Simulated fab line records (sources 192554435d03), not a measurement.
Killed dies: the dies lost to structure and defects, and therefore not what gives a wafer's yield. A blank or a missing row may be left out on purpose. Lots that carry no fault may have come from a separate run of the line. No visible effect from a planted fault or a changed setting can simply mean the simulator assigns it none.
fab line records | flow n5Finfet | part 1 of 2: steps 1 to 5 of 6
record: lots: 9 | wafers: 26 | lastDay: 17
route steps=1938 shown HKMG_FIN@421 BEOL_M4@1111 PASSIVATION@1936
lots that met no fault: taken from a fault-free run of the same line
startH: start of the lot's first displayed wafer, in hours after the record's first day | waitH: hours elapsed since this lot's preceding step | " as in the row above | L1.1+2: a single row standing in for several wafers | - no value, or no start was given | * or withheld: withheld | < > ~ a bound
route shown NAME@n: names a module that has steps shown in the file, with the first one's number in the route | usual: mean/standard deviation of fault-free wafers | same: alike in all rows | chamber/n: place in a boat | sites: per-site readings | _std_site: standard deviation across them | _edge_site: mean of outer sites minus mean of inner sites | radiusMm: for every site, how far away it sits from the centre of the wafer | mask NAME#n: copy n | behind: the most recent tool/chamber to have shaped the wafer | hold: cause of the lot's hold/its duration in hours/its outcome | device: the transistor (n, p or np) that didn't switch | end of line: the same wafers' tests at the end of the route | a step given without rows: its recipe and nothing more | killed: count of dies lost to structure and defects at first sort (not the wafer's yield) | map: dies across one wafer; x = killed, . = not, _ = none there
set.NAME: the setting as run; set.NAME@STEP: as run at that earlier step | model.NAME: the simulator's own value behind a step, which no gauge read
a sample of lots followed through the steps of the route, with each step as a table and each wafer as a row
services: when a tool's chamber went out of use (startH, in hours from the record's first day, below 0 if earlier), for how many hours, and the reason
== steps ==
step: N5_HKMG_FIN_PWFM_ALD_03
recipe: material: TiN | targetThkA: 20 | tempC: 400 | aldPrecursorFamily: TiCl4 | aldCoReactant: NH3 | pulseTimeS: 1 | purgeTimeS: 3 | coReactantPurgeTimeS: 2 | coReactantPulseTimeS: 2 | aldCycles: 91 | pressureTorr: 3
usual: heaterPowerW: 829/110 | precursorPulseHeightRel: 1.002/0.02
same: coReactantPulseTimeS: 2
lot.wafer | tool        | chamber | startH | waitH | heaterPowerW | precursorPulseHeightRel
L958.1    | aldMetal-02 | 0       | 84.95  | 0.0   | 737          | 1.012
L958.3    | "           | 2       | "      | "     | 844          | 1.004
L958.5    | "           | 0       | "      | "     | 733          | 0.997
L960.1    | aldMetal-03 | 0       | 101.78 | 0.0   | 863          | 0.974
L960.3    | "           | 3       | "      | "     | 942          | 1.032
L960.6    | "           | 3       | "      | "     | 935          | 1.006
L961.1    | aldMetal-02 | 1       | 107.21 | 0.1   | 718          | 0.969
L961.3    | "           | 3       | "      | "     | 922          | 1.031
L961.6    | "           | 0       | "      | "     | 753          | 0.997
L962.1    | aldMetal-03 | 0       | 113.95 | 0.0   | 888          | 1.018
L962.3    | "           | 3       | "      | "     | 943          | 0.964
L962.5    | "           | 0       | "      | "     | 850          | 0.968
L971.4    | aldMetal-02 | 2       | 164.84 | 0.0   | 856          | 1.023
L971.5    | "           | 2       | "      | "     | 837          | 0.973
L971.6    | "           | 1       | "      | "     | 710          | 0.981
L972.1    | aldMetal-03 | 1       | 169.02 | 0.0   | 1064         | 1.034
L972.2    | "           | 2       | "      | "     | 660          | 1.026
L972.5    | "           | 2       | "      | "     | 665          | 1.002
L974.2    | aldMetal-01 | 0       | 182.39 | 0.0   | 819          | 0.994
L974.5    | "           | 2       | "      | "     | 763          | 0.989
L974.6    | "           | 1       | "      | "     | 783          | 1.007
L977.1    | aldMetal-03 | 1       | 198.91 | 0.0   | 1039         | 1.007
L977.3    | "           | 0       | "      | "     | 872          | 1.006
L977.4    | "           | 2       | "      | "     | 654          | 0.989
L979.5    | aldMetal-01 | 0       | 219.12 | 0.3   | 826          | 1.035
L979.6    | "           | 3       | "      | "     | 802          | 0.987
step: N5_HKMG_FIN_DESCUM_17
recipe: chemistry: O2 | timeS: 7.9 | sourcePowerW: 50 | biasPowerW: 20 | pressureMtorr: 20 | rfFrequencyHz: 2.712e+07 | tempC: 40 | resist: CAR-ArF | o2FlowSccm: 225
usual: drypumpMotorCurrentA: 5.7/0.6 | oesProductAu: 0.77/0.095 | rfVppV: 243.2/1.5 | showerheadPlenumPTorr: 2.09/0.08 | throttleValvePct: 20.5/0.31
lot.wafer | tool       | chamber | startH | waitH | drypumpMotorCurrentA | oesProductAu | rfHoursCounterH | rfVppV | showerheadPlenumPTorr | throttleValvePct
L958.1    | rieDiel-06 | 3       | 85.93  | 0.1   | 5.9                  | 0.86         | 60              | 244.3  | 2.13                  | 20.3
L958.3    | "          | 2       | "      | "     | 5.1                  | 0.84         | 54              | 244.2  | 2.24                  | 20.2
L958.5    | "          | 2       | "      | "     | 5.1                  | 0.84         | -               | 244.8  | 2.24                  | 20.2
L960.1    | rieDiel-05 | 0       | 102.71 | 0.0   | 4.8                  | 0.68         | 213             | 241.9  | 2.00                  | 20.7
L960.3    | "          | 1       | "      | "     | 5.3                  | 0.69         | 224             | 240.6  | 1.96                  | 20.7
L960.6    | "          | 2       | "      | "     | 5.3                  | 0.93         | -               | 244.6  | 2.14                  | 20.1
L961.1    | rieDiel-06 | 0       | 108.02 | 0.0   | 6.2                  | 0.71         | 219             | 243.4  | 2.05                  | 20.8
L961.3    | "          | 2       | "      | "     | 5.1                  | 0.82         | 61              | 244.5  | 2.24                  | 20.2
L961.6    | "          | 2       | "      | "     | 5.1                  | 0.83         | -               | 244.2  | 2.24                  | 20.2
L962.1    | rieDiel-05 | 3       | 115.13 | 0.3   | 6.3                  | 0.70         | 244             | 242.9  | 2.14                  | 20.5
L962.3    | "          | 0       | "      | "     | 4.8                  | 0.68         | 218             | 241.4  | 2.00                  | 20.7
L962.5    | "          | 0       | "      | "     | 4.8                  | 0.68         | -               | 241.6  | 2.00                  | 20.7
L971.4    | rieDiel-04 | 0       | 165.66 | 0.0   | 6.7                  | 0.73         | -               | 244.8  | 2.15                  | 20.3
L971.5    | "          | 3       | "      | "     | 6.2                  | 0.76         | -               | 240.1  | 2.01                  | 20.6
L971.6    | "          | 1       | "      | "     | 5.8                  | 0.69         | -               | 245.0  | 2.17                  | 21.2
L972.1    | rieDiel-04 | 1       | 170.01 | 0.2   | 5.9                  | 0.69         | 233             | 243.7  | 2.17                  | 21.2
L972.2    | "          | 3       | "      | "     | 6.2                  | 0.77         | 120             | 241.9  | 2.01                  | 20.6
L972.5    | "          | 1       | "      | "     | 5.8                  | 0.68         | -               | 244.2  | 2.17                  | 21.2
L974.2    | rieDiel-06 | 1       | 183.32 | 0.0   | 4.8                  | 0.70         | 208             | 243.3  | 2.04                  | 20.4
L974.5    | "          | 0       | "      | "     | 6.2                  | 0.69         | -               | 242.0  | 2.04                  | 20.8
L974.6    | "          | 3       | "      | "     | 5.9                  | 0.81         | -               | 242.7  | 2.11                  | 20.4
L977.1    | rieDiel-05 | 2       | 199.89 | 0.1   | 5.3                  | 0.87         | 56              | 244.2  | 2.13                  | 20.1
L977.3    | "          | 0       | "      | "     | 4.8                  | 0.66         | 250             | 243.1  | 1.99                  | 20.8
L977.4    | "          | 1       | "      | "     | 5.3                  | 0.95         | 5               | 244.7  | 2.22                  | 20.4
L979.5    | rieDiel-06 | 3       | 219.84 | 0.0   | 5.9                  | 0.80         | -               | 244.3  | 2.11                  | 20.4
L979.6    | "          | 2       | "      | "     | 5.1                  | 0.78         | -               | 245.6  | 2.22                  | 20.3
step: N5_HKMG_FIN_ETCH_31
recipe: chemistry: CF4 | target: SiARC | targetDepthA: 455 | maskMaterial: CAR-ArF | timeS: 75.8 | ionEnergyEv: 80 | pressureMtorr: 40 | sourceW: 545 | biasW: 36 | Ar_flow_sccm: 100 | cf4FlowSccm: 100 | ends: cleared
usual: biasW: 35.99/0.11 | cf4FlowSccm: 100.01/0.29 | drypumpMotorCurrentA: 5.7/0.6 | etchRfOnTimeS: 75.6/1.9 | oesProductAu: 0.66/0.073 | rfVppV: 184.1/1.2 | showerheadPlenumPTorr: 2.14/0.078 | throttleValvePct: 15.72/0.29
lot.wafer | tool       | chamber | startH | waitH | biasW | cf4FlowSccm | drypumpMotorCurrentA | etchRfOnTimeS | oesProductAu | rfHoursCounterH | rfVppV | showerheadPlenumPTorr | throttleValvePct
L958.1    | rieDiel-06 | 3       | 85.96  | 0.0   | 36.26 | 100.60      | 5.9                  | 76.8          | 0.71         | 60              | 183.9  | 2.17                  | 15.49
L958.3    | "          | 2       | "      | "     | 36.05 | 100.33      | 5.1                  | 77.4          | 0.70         | 54              | 185.7  | 2.29                  | 15.43
L958.5    | "          | 2       | "      | "     | 35.93 | 100.30      | 5.1                  | 77.4          | 0.70         | -               | 185.6  | 2.30                  | 15.44
L960.1    | rieDiel-05 | 0       | 102.74 | 0.0   | 35.88 | 99.42       | 4.8                  | 74.0          | 0.61         | 213             | 181.7  | 2.04                  | 15.84
L960.3    | "          | 1       | "      | "     | 36.04 | 99.65       | 5.3                  | 74.4          | 0.60         | 224             | 182.8  | 2.02                  | 15.99
L960.6    | "          | 2       | "      | "     | 35.96 | 100.49      | 5.3                  | 76.2          | 0.78         | -               | 185.0  | 2.17                  | 15.10
L961.1    | rieDiel-06 | 0       | 108.05 | 0.0   | 36.11 | 100.63      | 6.2                  | 75.3          | 0.60         | 219             | 183.3  | 2.11                  | 16.01
L961.3    | "          | 2       | "      | "     | 36.10 | 100.20      | 5.1                  | 77.6          | 0.69         | 61              | 185.2  | 2.29                  | 15.43
L961.6    | "          | 2       | "      | "     | 36.12 | 100.12      | 5.1                  | 77.8          | 0.69         | -               | 185.5  | 2.29                  | 15.42
L962.1    | rieDiel-05 | 3       | 115.16 | 0.0   | 35.87 | 99.93       | 6.3                  | 76.6          | 0.59         | 244             | 185.8  | 2.18                  | 15.77
L962.3    | "          | 0       | "      | "     | 35.91 | 99.97       | 4.8                  | 74.4          | 0.60         | 218             | 182.0  | 2.04                  | 15.84
L962.5    | "          | 0       | "      | "     | 36.00 | 100.15      | 4.8                  | 73.6          | 0.61         | -               | 184.3  | 2.04                  | 15.85
L971.4    | rieDiel-04 | 0       | 165.70 | 0.0   | 36.13 | 99.25       | 6.7                  | 75.5          | 0.64         | -               | 184.4  | 2.22                  | 15.69
L971.5    | "          | 3       | "      | "     | 35.85 | 99.88       | 6.2                  | 78.3          | 0.65         | -               | 183.2  | 2.08                  | 15.86
L971.6    | "          | 1       | "      | "     | 36.06 | 99.94       | 5.9                  | 72.6          | 0.61         | -               | 184.3  | 2.20                  | 16.21
L972.1    | rieDiel-04 | 1       | 170.05 | 0.0   | 35.96 | 99.98       | 5.8                  | 72.8          | 0.61         | 233             | 184.5  | 2.20                  | 16.22
L972.2    | "          | 3       | "      | "     | 36.15 | 100.00      | 6.2                  | 78.6          | 0.65         | 120             | 184.7  | 2.08                  | 15.89
L972.5    | "          | 1       | "      | "     | 35.97 | 100.30      | 5.9                  | 73.8          | 0.61         | -               | 184.0  | 2.20                  | 16.22
L974.2    | rieDiel-06 | 1       | 183.36 | 0.0   | 36.02 | 100.00      | 4.8                  | 77.1          | 0.60         | 208             | 182.5  | 2.11                  | 15.80
L974.5    | "          | 0       | "      | "     | 36.11 | 100.13      | 6.2                  | 76.7          | 0.58         | -               | 185.1  | 2.11                  | 16.06
L974.6    | "          | 3       | "      | "     | 36.23 | 99.56       | 5.8                  | 78.2          | 0.67         | -               | 183.7  | 2.16                  | 15.57
L977.1    | rieDiel-05 | 2       | 199.93 | 0.0   | 36.11 | 99.75       | 5.3                  | 75.5          | 0.73         | 56              | 185.1  | 2.15                  | 15.19
L977.3    | "          | 0       | "      | "     | 36.01 | 100.27      | 4.8                  | 72.6          | 0.60         | 250             | 182.6  | 2.03                  | 15.91
L977.4    | "          | 1       | "      | "     | 36.06 | 100.44      | 5.3                  | 72.9          | 0.84         | 5               | 185.2  | 2.26                  | 15.53
L979.5    | rieDiel-06 | 3       | 219.89 | 0.0   | 36.01 | 99.75       | 5.9                  | 75.5          | 0.67         | -               | 183.6  | 2.15                  | 15.59
L979.6    | "          | 2       | "      | "     | 35.66 | 99.66       | 5.1                  | 76.4          | 0.66         | -               | 185.6  | 2.28                  | 15.51
step: N5_HKMG_FIN_WET_ETCH_18
recipe: chemistry: SC1 | target: TiN | mix: 1:1:5 | tempC: * | timeS: 55 | targetDepthNm: 5.2 | dry: ipaMarangoni | rinseTimeS: 30 | rinseTempC: 23
usual: bathGuardTempC: * | bathHeatDutyPct: 7.3/0.95 | rinseTimeS: 30/0
lot.wafer | tool        | chamber | startH | waitH | bathGuardTempC | bathHeatDutyPct | rinseTimeS
L958.1    | wetBench-03 | 5       | 86.46  | 0.1   | *              | 8.2             | 30
L958.3    | "           | 0       | "      | "     | *              | 6.5             | 30
L958.5    | "           | 1       | "      | "     | *              | 6.8             | 30
L960.1    | wetBench-06 | 3       | 103.24 | 0.1   | -              | -               | -
L960.3    | "           | 6       | "      | "     | -              | -               | -
L960.6    | "           | 2       | "      | "     | -              | -               | -
L961.1    | wetBench-05 | 7       | 108.55 | 0.1   | -              | -               | -
L961.3    | "           | 3       | "      | "     | -              | -               | -
L961.6    | "           | 6       | "      | "     | -              | -               | -
L962.1    | wetBench-06 | 3       | 115.66 | 0.1   | *              | 7.2             | 30
L962.3    | "           | 1       | "      | "     | *              | 8.5             | 30
L962.5    | "           | 0       | "      | "     | *              | 8.0             | 30
L971.4    | wetBench-06 | 6       | 166.18 | 0.0   | *              | 8.5             | 30
L971.5    | "           | 0       | "      | "     | *              | 7.7             | 30
L971.6    | "           | 2       | "      | "     | *              | 8.4             | 30
L972.1    | wetBench-06 | 3       | 170.55 | 0.1   | *              | 6.9             | 30
L972.2    | "           | 2       | "      | "     | *              | 7.6             | 30
L972.5    | "           | 0       | "      | "     | *              | 6.7             | 30
L974.2    | wetBench-05 | 3       | 183.85 | 0.1   | *              | 8.6             | 30
L974.5    | "           | 1       | "      | "     | *              | 7.3             | 30
L974.6    | "           | 5       | "      | "     | *              | 7.2             | 30
L977.1    | wetBench-06 | 5       | 200.43 | 0.1   | *              | 6.4             | 30
L977.3    | "           | 7       | "      | "     | *              | 8.4             | 30
L977.4    | "           | 4       | "      | "     | *              | 5.9             | 30
L979.5    | wetBench-06 | 2       | 220.36 | 0.0   | *              | 7.9             | 30
L979.6    | "           | 0       | "      | "     | *              | 7.9             | 30
step: N5_BEOL_M4_RC_MEAS_101
usual: DIBL_N: 36.8/2.2 | DIBL_P: 37.0/2.8 | IOFF_N: 0.18/0.043 | IOFF_N_85C: 3.4/0.69 | IOFF_N_LIN: 0.080/0.016 | IOFF_N_LONG: 5.61e-05/2.9e-06 | IOFF_P: 0.23/0.05 | ION_N: 680/14 | ION_P: 466/9.1 | SS_N: 71.7/0.74 | SS_P: 73.5/0.79 | VT_N: 248/4 | VT_N_LONG: 274.8/1.7 | VT_N_LVT: 97/4.1 | VT_P: -249/4.1
lot.wafer | tool      | chamber | startH | waitH | DIBL_N[mV/V] | DIBL_P[mV/V] | IOFF_N[nA/um] | IOFF_N_85C[nA/um] | IOFF_N_LIN[nA/um] | IOFF_N_LONG[nA/um] | IOFF_P[nA/um] | ION_N[uA/um] | ION_P[uA/um] | SS_N[mV/dec] | SS_P[mV/dec] | VT_N[mV] | VT_N_LONG[mV] | VT_N_LVT[mV] | VT_P[mV]
L958.1    | prober-01 | 0       | 169.07 | 0.0   | 39.6         | 41.3         | 0.29          | 5.2               | 0.127             | 6.17e-05           | 0.36          | 715          | 484          | 72.7         | 74.8         | 238      | 270.2         | 85           | -241
L958.3    | "         | 0       | "      | "     | 35.4         | 36.2         | 0.17          | 3.3               | 0.079             | 6e-05              | 0.22          | 691          | 470          | 71.5         | 73.3         | 247      | 270.4         | 95           | -246
L958.5    | "         | 0       | "      | "     | 37.8         | 39.6         | 0.23          | 4.3               | 0.104             | 6.11e-05           | 0.32          | 696          | 480          | 72.1         | 74.0         | 243      | 270.9         | 90           | -242
L960.1    | prober-01 | 0       | 200.37 | 0.2   | 36.6         | 39.3         | 0.00          | 0.0               | 0.000             | 2.74e-05           | 0.20          | 243          | 455          | 71.6         | 73.9         | 452      | 479.5         | 303          | -253
L960.3    | "         | 0       | "      | "     | 37.1         | 39.1         | 0.00          | 0.0               | 0.000             | 2.81e-05           | 0.19          | 241          | 453          | 71.7         | 73.8         | 461      | 481.0         | 305          | -255
L960.6    | "         | 0       | "      | "     | 32.5         | 33.7         | 0.00          | 0.0               | 0.000             | 2.73e-05           | 0.13          | 234          | 444          | 70.4         | 72.3         | 462      | 483.8         | 308          | -259
L961.1    | prober-01 | 0       | 203.58 | 0.0   | 36.2         | 37.8         | 0.00          | 0.0               | 0.000             | 2.87e-05           | 0.20          | 241          | 464          | 72.4         | 72.9         | 457      | 480.0         | 304          | -251
L961.3    | "         | 0       | "      | "     | 39.3         | 41.7         | 0.00          | 0.0               | 0.000             | 2.89e-05           | 0.29          | 245          | 469          | 73.0         | 74.6         | 454      | 480.7         | 299          | -248
L961.6    | "         | 0       | "      | "     | 36.2         | 38.4         | 0.00          | 0.0               | 0.000             | 2.84e-05           | 0.20          | 239          | 463          | 71.3         | 72.4         | 455      | 482.3         | 305          | -251
L962.1    | prober-02 | 0       | 205.15 | 0.0   | 38.0         | 36.7         | 0.21          | 3.8               | 0.088             | 5.59e-05           | 0.23          | 690          | 468          | 71.7         | 73.6         | 246      | 276.7         | 91           | -250
L962.3    | "         | 0       | "      | "     | 39.4         | 38.2         | 0.22          | 4.1               | 0.096             | 5.6e-05            | 0.24          | 699          | 469          | 72.1         | 74.7         | 249      | 275.0         | 92           | -248
L962.5    | "         | 0       | "      | "     | 34.8         | 32.6         | 0.13          | 2.7               | 0.064             | 5.64e-05           | 0.16          | 684          | 462          | 71.1         | 72.6         | 253      | 275.6         | 97           | -253
L971.4    | prober-01 | 0       | 253.72 | 0.5   | 34.1         | 33.3         | 0.12          | 2.5               | 0.060             | 5.31e-05           | 0.20          | 659          | 459          | 71.4         | 73.2         | 254      | 277.5         | 104          | -249
L971.5    | "         | 0       | "      | "     | 35.7         | 34.9         | 0.14          | 2.8               | 0.065             | 5.4e-05            | 0.23          | 666          | 467          | 71.9         | 73.1         | 251      | 271.5         | 103          | -247
L971.6    | "         | 0       | "      | "     | 35.5         | 34.5         | 0.14          | 2.7               | 0.065             | 5.29e-05           | 0.22          | 657          | 460          | 71.1         | 72.6         | 252      | 273.6         | 103          | -249
L972.1    | prober-02 | 0       | 255.22 | 0.0   | 38.0         | 35.6         | 0.16          | 3.2               | 0.076             | 5.53e-05           | 0.18          | 675          | 453          | 71.6         | 73.2         | 249      | 275.3         | 98           | -254
L972.2    | "         | 0       | "      | "     | 38.0         | 37.6         | 0.18          | 3.4               | 0.080             | 5.54e-05           | 0.21          | 678          | 454          | 72.3         | 73.6         | 249      | 274.9         | 96           | -251
L972.5    | "         | 0       | "      | "     | 34.9         | 31.6         | 0.12          | 2.6               | 0.057             | 5.51e-05           | 0.13          | 662          | 448          | 71.6         | 72.1         | 254      | 276.0         | 100          | -256
L974.2    | prober-02 | 0       | 284.80 | 0.2   | 34.6         | 34.2         | 0.13          | 2.6               | 0.063             | 5.64e-05           | 0.19          | 664          | 457          | 70.7         | 73.0         | 252      | 272.8         | 101          | -251
L974.5    | "         | 0       | "      | "     | 30.4         | 29.0         | 0.08          | 1.7               | 0.042             | 5.64e-05           | 0.12          | 636          | 441          | 69.9         | 71.5         | 259      | 275.1         | 107          | -257
L974.6    | "         | 0       | "      | "     | 39.2         | 40.9         | 0.25          | 4.5               | 0.110             | 5.68e-05           | 0.31          | 695          | 474          | 71.6         | 74.1         | 242      | 275.9         | 91           | -244
L977.1    | prober-01 | 0       | 291.49 | 0.0   | 37.4         | 36.0         | 0.18          | 3.5               | 0.082             | 5.66e-05           | 0.20          | 687          | 459          | 71.9         | 73.4         | 249      | 274.2         | 94           | -252
L977.3    | "         | 0       | "      | "     | 39.8         | 41.2         | 0.25          | 4.5               | 0.107             | 5.57e-05           | 0.31          | 707          | 480          | 73.3         | 74.3         | 244      | 274.6         | 89           | -249
L977.4    | "         | 0       | "      | "     | 38.5         | 37.6         | 0.21          | 3.9               | 0.085             | 5.66e-05           | 0.23          | 683          | 460          | 72.8         | 73.8         | 247      | 272.8         | 94           | -250
L979.5    | prober-02 | 0       | 299.52 | 0.6   | 36.7         | 37.9         | 0.20          | 3.8               | 0.092             | 5.8e-05            | 0.26          | 686          | 474          | 72.2         | 73.6         | 243      | 272.2         | 94           | -244
L979.6    | "         | 0       | "      | "     | 37.7         | 40.2         | 0.22          | 4.1               | 0.103             | 5.85e-05           | 0.31          | 701          | 487          | 72.3         | 74.8         | 242      | 272.0         | 93           | -241
== key ==
firstSign: step: N5_HKMG_FIN_WET_ETCH_18 | reading: toolRecord | direction: missing
effect: step: N5_BEOL_M4_RC_MEAS_101 | reading: VT_N_LONG | direction: up | sigmas: 99+ | usual: 274.8 | struck: 481.2
effect: step: N5_BEOL_M4_RC_MEAS_101 | reading: VT_N | direction: up | sigmas: 52 | usual: 248 | struck: 457
effect: step: N5_BEOL_M4_RC_MEAS_101 | reading: VT_N_LVT | direction: up | sigmas: 51 | usual: 97 | struck: 304
effect: step: N5_BEOL_M4_RC_MEAS_101 | reading: ION_N | direction: down | sigmas: 31 | usual: 680 | struck: 241
effect: step: N5_BEOL_M4_RC_MEAS_101 | reading: IOFF_N_LONG | direction: down | sigmas: 9.7 | usual: 5.61e-05 | struck: 2.81e-05
effect: step: N5_BEOL_M4_RC_MEAS_101 | reading: IOFF_N_LIN | direction: down | sigmas: 5.1 | usual: 0.080 | struck: 0.000
effect: step: N5_BEOL_M4_RC_MEAS_101 | reading: IOFF_N_85C | direction: down | sigmas: 4.9 | usual: 3.4 | struck: 0.0
effect: step: N5_BEOL_M4_RC_MEAS_101 | reading: IOFF_N | direction: down | sigmas: 4.1 | usual: 0.18 | struck: 0.00
effect: step: N5_PASSIVATION_PROBE_49 | reading: sort_bin_8_speed | direction: up | sigmas: 99+ | usual: 0.0 | struck: 92.0
metAt N5_HKMG_FIN_WET_ETCH_18
struckLots L960,L961
baselineLoss: step: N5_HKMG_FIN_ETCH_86 | wafers: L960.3
notActingAt N5_HKMG_FIN_PWFM_ALD_03,N5_HKMG_FIN_DESCUM_17,N5_HKMG_FIN_ETCH_31
fault: kind: skippedStepWhole | tool: wetBench-05,wetBench-06 | chamber: - | onsetH: 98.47 | steps: N5_HKMG_FIN_WET_ETCH_18 | scope: struckLotsOnly
baselineLoss: these wafers lose ten dies or more at that step, a loss of the line's own and not of a fault; the sort's usual values leave them out
